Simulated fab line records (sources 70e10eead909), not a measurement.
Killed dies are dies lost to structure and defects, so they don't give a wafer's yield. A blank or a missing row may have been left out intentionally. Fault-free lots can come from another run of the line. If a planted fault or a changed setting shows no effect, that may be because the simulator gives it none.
A lot that was struck, set against a sound lot + flow nand-harc + 14 steps out of a route of 1302
Sound: these wafers, L427.3, L427.4, L427.5. Struck: wafer L434.1 (L434.3, L434.4, from the same lot, were not struck and are left out); the cause is given at the end.
Each step with rows lists, per side, the tool, then ch with its chambers, then its first start. Under that, the readings that differ: sound wafers + struck wafers + difference of the means + sigmas: that difference in standard deviations of wafers without a fault.
alike: words and numbers the same on both sides, and readings whose means are apart by under 2 such deviations; not compared: readings that were withheld, readings missing a value for some wafer, numbers with overlapping values and no deviation given by the record, and bounds like >300 which may hide the same value.
A row with sigmas, a row that says differs or no value, or rows on one side alone: a step with any of these is where the two part. Numbers that don't overlap but have no deviation are shown without sigmas and don't part them. A reading missing from all wafers of one side parts the sides only when that side holds two or more wafers.

first, 8 steps without rows for these wafers: NHARC_A_CONTACT_COAT_61 (time 75 s); NHARC_A_CONTACT_COAT_62 (time 65 s); NHARC_A_CONTACT_COAT_63 (resist thk 90 nm); NHARC_A_CONTACT_SOFTBAKE_64 (time 55 s); NHARC_A_CONTACT_EBR_65; NHARC_A_CONTACT_EXPOSE_66 (exposes mask A CC 2); NHARC_A_CONTACT_PEB_67 (peb time 65 s); NHARC_A_CONTACT_DEVELOP_68 (develop time 35 s).
NHARC_A_CONTACT_CD_MEAS_69: the cd target is 300 nm.
  sound on cd-sem-01 ch 0, day 23 20:26; struck on cd-sem-01 ch 0, day 27 17:05
  alike: cd-nm
NHARC_A_CONTACT_OVL_MEAS_70:
  sound: overlay-02 at day 23 20:31; struck: overlay-02 at day 27 17:11
  alike: overlay-x-nm, overlay-y-nm
NHARC_A_CONTACT_INSPECT_71:
  sound: defect-inspect-02 at day 23 20:33; struck: defect-inspect-01 at day 27 17:13
  alike: raw-defect-count
NHARC_A_CONTACT_DESCUM_74: chemistry O2, time 3 s.
  sound on rie-diel-02 ch 1,3, day 23 20:37; struck on rie-diel-04 ch 0, day 27 17:17
  alike: drypump-motor-current-A, oes-product-au, rf-vpp-V, showerhead-plenum-p-Torr, throttle-valve-pct
  not compared: rf-hours-counter-h
NHARC_A_CONTACT_ETCH_75: etches the open film in CF4, target depth 39 nm, time 65 s.
  sound on rie-diel-02 ch 0,1,2, day 23 20:43; struck on rie-diel-04 ch 0, day 27 17:22
| reading                         | sound             | struck | difference | sigmas |
|---------------------------------|-------------------|--------|------------|--------|
| oes-product-au (a.u.)           | 1.003 1.000 1.004 | 0.816  | -0.186     | -20    |
| showerhead-plenum-p-Torr (Torr) | 1.71 1.64 1.66    | 1.85   | +0.18      | +2     |
  alike: drypump-motor-current-A, rf-fwd-power-W, rf-vpp-V, throttle-valve-pct
  not compared: rf-hours-counter-h
NHARC_A_CONTACT_ETCH_76: etches the open film in N2/H2, target depth 260 nm, time 475.3 s.
  sound on rie-diel-02 ch 0,2,3; struck on rie-diel-04 ch 1
| reading            | sound             | struck | difference | sigmas |
|--------------------|-------------------|--------|------------|--------|
| rf-fwd-power-W (W) | 400.7 400.1 399.9 | 397.3  | -2.9       | -2     |
  alike: drypump-motor-current-A, oes-product-au, rf-vpp-V, showerhead-plenum-p-Torr, throttle-valve-pct
  not compared: rf-hours-counter-h

WHERE THEY PART
Earliest at NHARC_A_CONTACT_ETCH_75; latest, in this record, at NHARC_A_CONTACT_ETCH_76.

WHY: whatever the simulator had introduced
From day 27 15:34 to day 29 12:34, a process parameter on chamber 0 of rie-diel-04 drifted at NHARC_A_CONTACT_ETCH_75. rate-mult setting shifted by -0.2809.
